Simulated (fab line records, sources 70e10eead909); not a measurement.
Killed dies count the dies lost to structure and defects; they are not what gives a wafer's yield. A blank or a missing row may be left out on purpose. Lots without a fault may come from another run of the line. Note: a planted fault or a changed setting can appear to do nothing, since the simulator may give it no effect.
8D (eight disciplines) problem report, filled in by code	flow nand_harc	the parts of the form that need people (team, actions taken, sign-off) are left out

1. PROBLEM STATEMENT
At NHARC_P_M0_CMP_23, time_to_endpoint_s averages 11.7 s over 2 wafers from 2 lots, while fault-free wafers read 28.8 s, standard deviation 2.6. Measured from the usual mean, that is -6.6 standard deviations.
The step: polishes, t overpolish 20 s, target thk 117.54 nm.
The first sign was on wafer L979.1 at day 8 10:17, on cmp-02. At this step, 42 wafers from 14 lots have a number in the record. The rule behind "out" and "out of limits": a value lying over 4 standard deviations away from the usual mean. The other wafers with a number count as sound.

2. WHAT IT IS, AND WHAT IT ISN'T
question	is	is not
which readings at this step	time_to_endpoint_s	motor_current_A
which lots	L979, L980	L973, L976, L981, L987, L989, L990, L991, L992, L993, L994, L995, L996
which wafers of those lots	L979.1, L980.4	L979.2, L979.3, L980.2, L980.3
read on which tools	cmp-01, cmp-02	cmp-04
when	from day 8 10:17	up to then (8 sound wafers); but 32 sound wafers of L980, L981, L987, L989, L990, L991, L992, L993, L994, L995, L996 came after

3. WHAT RULES OUT EACH SUSPECT
Counting: a tool at a process step up to the reading stays a suspect if it ran every lot that is out. Sound lots after the first of them don't rule it out here, since some wafers of a struck lot are sound.
- ecd_cu-01 at NHARC_P_M0_ECD_22 (material Cu, target thk 400 nm): kept. It ran every lot that is out, first L979 (day 8 09:34).
Left after counting: ecd_cu-01 at NHARC_P_M0_ECD_22.

4. THE CAUSE (what the simulator had put in)
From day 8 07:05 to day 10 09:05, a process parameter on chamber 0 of ecd_cu-01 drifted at NHARC_P_M0_ECD_22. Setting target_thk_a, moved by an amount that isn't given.
This tool alone remained once counting was done.

5. THE EFFECT CHAIN, in route order
Each row: a reading whose mean over the struck wafers that have a number lies more than 3 standard deviations from the usual. Scope: only readings with a usual standard deviation given in the record; hours: median across lots of the time from each lot's start at the first step in this table that gives one to its start at this step; sigmas: change in usual standard deviations.
hours	step	reading	usual	on struck wafers	change	sigmas
0	NHARC_P_M0_CMP_23	time_to_endpoint_s	28.8 s	11.7	-17.1	-6.6
Process steps it contains:
- NHARC_P_M0_CMP_23: polishes, t overpolish 20 s, target thk 117.54 nm.

6. HOW IT WOULD HAVE BEEN CAUGHT EARLIER
In this record the first reading out of limits was taken at day 8 10:17, 3 hours after the fault began at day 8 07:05.
Of the lots that are out (2), L980 began NHARC_P_M0_ECD_22 on ecd_cu-01 after day 8 10:17. A hold on the tool at that time would have spared it.
